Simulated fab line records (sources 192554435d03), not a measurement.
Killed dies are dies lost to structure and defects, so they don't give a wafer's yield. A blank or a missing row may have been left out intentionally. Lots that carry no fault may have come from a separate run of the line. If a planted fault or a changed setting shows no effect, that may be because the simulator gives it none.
A lot that was struck, set against a sound lot :: flow n5Finfet :: 16 out of 1938 route steps
Sound: wafers L197.1, L197.3, L197.4. Struck: wafers L205.2, L205.3, L205.4. The cause is given at the end.
Each step with rows lists, per side, the tool, then ch with its chambers, then its first start. Under that, the readings that differ: sound wafers :: struck wafers :: difference of the means :: sigmas: that difference in standard deviations of wafers without a fault.
alike: same words and numbers on both sides, and readings whose means sit less than 2 such deviations apart. not compared: any withheld reading, any reading some wafer has no value for, any bound like >300 that may hide the same value, and any number with overlapping values for which the record gives no deviation.
A row with sigmas, a row that says differs or no value, or rows on one side alone: a step with any of these is where the two part. Numbers that don't overlap but have no deviation are shown without sigmas and don't part them. A reading missing from all wafers of one side parts the sides only when that side holds two or more wafers.

first, 10 steps without rows for these wafers: N5_DUMMY_GATE_DESCUM_20 (chemistry O2, time 6.2 s); N5_DUMMY_GATE_ETCH_29 (etches underlayer in N2/H2, target depth 13 nm); N5_DUMMY_GATE_ETCH_36 (etches SiARC in CF4, target depth 13 nm); N5_DUMMY_GATE_ETCH_37 (etches SOC in N2/H2, target depth 60 nm, overetch 30 nm); N5_DUMMY_GATE_STRIP_38 (strips in N2/H2); N5_DUMMY_GATE_STRIP_39 (strips in N2/H2); N5_DUMMY_GATE_TRIM_49 (chemistry O2, time 29 s, target cd 14 nm); N5_DUMMY_GATE_STRIP_40 (strips in CF4); N5_DUMMY_GATE_ETCH_31 (etches SiO2 in C4F6/O2, target depth 82.5 nm, time 27.5 s); N5_DUMMY_GATE_STRIP_41 (strips in O2).
N5_DUMMY_GATE_HM_OPEN_21: chemistry CH3F/O2, target SiNx, target depth 120 nm, time 171.4 s.
  sound on rieDiel-03 ch 0,2,3, day 3 18:10; struck on rieDiel-01 ch 1,2,3, day 5 20:49
  no value came back on the struck wafers for any of 8 readings (CH3F_flow_sccm (sccm), O2_flow_sccm (sccm) and others); on the sound wafers CH3F_flow_sccm (sccm) reads 29.98 29.97 29.86
reading: model.SiO2_of_DUMMY_GATE_PECVD_30.thkNm (nm)
sound: 44.8 45.6 46.6
struck: 55.8 55.4 56.2
difference: +10.1
sigmas: 
then, 2 steps without rows for these wafers: N5_DUMMY_GATE_ETCH_32 (etches SiO2 in CF4, target depth 3.5 nm, time 3.9 s); N5_DUMMY_GATE_ETCH_23 (etches poly-Si in HBr/Cl2/O2, target depth 41 nm, time 22.3 s).
N5_DUMMY_GATE_ETCH_44: etches poly-Si in HBr/O2, stops on SiO2, target depth 127.5 nm.
  sound on rieSi-02 ch 1,2,3, day 3 18:25; struck on rieSi-06 ch 0,1,2, day 5 21:04
reading: model.SiO2_of_DUMMY_GATE_PECVD_30.thkNm (nm)
sound: 38 38.4 39.4
struck: 48.8 48.4 49
difference: +10.1
sigmas: 
  alike: HBr_flow_sccm, drypumpMotorCurrentA, oesProductAu, throttleValvePct
  not compared: rfHoursCounterH
N5_BEOL_M4_RC_MEAS_101:
  the record has rows for the sound wafers here (prober-02 ch 0, day 8 14:03) and none for the struck ones
-- here the record skips 9 days between the struck wafers' starts before and after, leaving off in module BEOL_M4 and picking up in module PASSIVATION (first step shown: number 1936 of the route) --
N5_PASSIVATION_PROBE_49:
  sound on prober-02, day 12 18:05; struck on prober-02, day 15 00:49
reading: defectLimitedYield (%)
sound: 91.3 90.2 91.2
struck: 0 0 0
difference: -91
sigmas: -70

reading: killedAtFrontEnd
sound: 32 35 45
struck: 1118 1100 1112
difference: +1073
sigmas: +89

reading: killedDies
sound: 103 116 104
struck: 1180 1180 1180
difference: +1072
sigmas: +71

reading: killedOnRim
sound: 11 14 20
struck: 152 152 152
difference: +137
sigmas: +33

reading: sort_bin_5_function (%)
sound: 5.1 5.7 6.0
struck: 97.5 96.7 96.7
difference: +91.4
sigmas: +99 or more

reading: sortNPass
sound: 1077 1064 1076
struck: 0 0 0
difference: -1072
sigmas: -71

reading: sortYieldPct (%)
sound: 91.3 90.2 91.2
struck: 0 0 0
difference: -91
sigmas: -70
  alike: killed_at_M0_to_M3, killed_at_M4_up, killedAtContacts, killedAtOther, killedOpen, killedShort, sort_bin_6_memory

== WHERE THEY PART ==
At N5_DUMMY_GATE_HM_OPEN_21 first; at N5_PASSIVATION_PROBE_49 last (within this record only).

WHY: what the simulator had put in
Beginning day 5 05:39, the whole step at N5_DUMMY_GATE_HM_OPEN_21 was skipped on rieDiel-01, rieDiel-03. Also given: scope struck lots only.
